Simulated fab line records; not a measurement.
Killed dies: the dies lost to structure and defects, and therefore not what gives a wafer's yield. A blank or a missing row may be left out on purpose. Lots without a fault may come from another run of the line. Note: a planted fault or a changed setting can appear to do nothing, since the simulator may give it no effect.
A single fault, viewed from 2 desks	flow n5_finfet	each desk has only its own numbers; what lay behind them comes last

DESK OF THE TOOL OWNER: ald_sin-04
The tool's own readings at N5_MOL_CONTACT_COAG_ALD_123 (deposits SiNx, target thk 5 nm, pulse time 1 s, purge time 2 s): means of the sampled wafers that have a number, for each lot that ran on this tool. Marked OUT: a lot whose mean sits more than 4 standard deviations from the usual mean, which makes it out of limits; the brackets give that distance.
Columns: A = chamber_pressure_Torr at N5_MOL_CONTACT_COAG_ALD_123, usual 2.000 Torr; B = heater_power_w at N5_MOL_CONTACT_COAG_ALD_123, usual 857 W; C = precursor_pulse_height_rel at N5_MOL_CONTACT_COAG_ALD_123, usual 0.998
lot	first seen here	A	B	C
L518	day 9 16:10	1.999	728	0.996
L519	day 9 23:51	2.002	885	1.007
L520	day 10 04:07	2.000	753	1.000
L521	day 10 14:40	1.998	817	1.011
This desk's verdict: no lot among the 4 shows anything out of limits.

METROLOGY DESK
What the gauges read for every lot (on any tool): the sampled wafers with a number, averaged. Marked OUT: a lot whose mean sits more than 4 standard deviations from the usual mean, which makes it out of limits; the brackets give that distance. It has 11 readings; the 7 that lie furthest out on some lot are the ones shown.
Columns: A = DIBL_N at N5_BEOL_M4_RC_MEAS_101, usual 36.5 mV/V; B = DIBL_P at N5_BEOL_M4_RC_MEAS_101, usual 36.9 mV/V; C = IOFF_N at N5_BEOL_M4_RC_MEAS_101, usual 0.163 nA/um; D = ION_N at N5_BEOL_M4_RC_MEAS_101, usual 673 uA/um; E = SS_N at N5_BEOL_M4_RC_MEAS_101, usual 71.6 mV/dec; F = SS_P at N5_BEOL_M4_RC_MEAS_101, usual 73.4 mV/dec; G = VT_N at N5_BEOL_M4_RC_MEAS_101, usual 249.8 mV
lot	first seen here	A	B	C	D	E	F	G
L504	day 6 00:34	38.0	39.1	0.177	680	71.8	73.8	248.4
L505	day 6 00:56	37.1	37.2	0.163	677	71.3	74.2	250.0
L514	day 8 09:54	37.2	38.0	0.187	688	71.5	74.1	246.2
L518	day 9 09:04	34.0	35.4	0.128	664	71.1	73.0	254.4
L519	day 9 15:35	35.8	37.2	0.154	669	71.2	73.9	251.4
L520	day 9 21:04	33.2	33.4	0.122	668	70.2	72.3	250.7
L521	day 10 05:55	36.6	35.5	0.142	667	71.7	73.1	252.9
This desk's verdict: no lot among the 7 shows anything out of limits.

BROUGHT TOGETHER
The tool owner's desk saw nothing out of limits.
Metrology desk: nothing out of limits seen.

WHAT HAD BEEN PUT IN BY THE SIMULATOR
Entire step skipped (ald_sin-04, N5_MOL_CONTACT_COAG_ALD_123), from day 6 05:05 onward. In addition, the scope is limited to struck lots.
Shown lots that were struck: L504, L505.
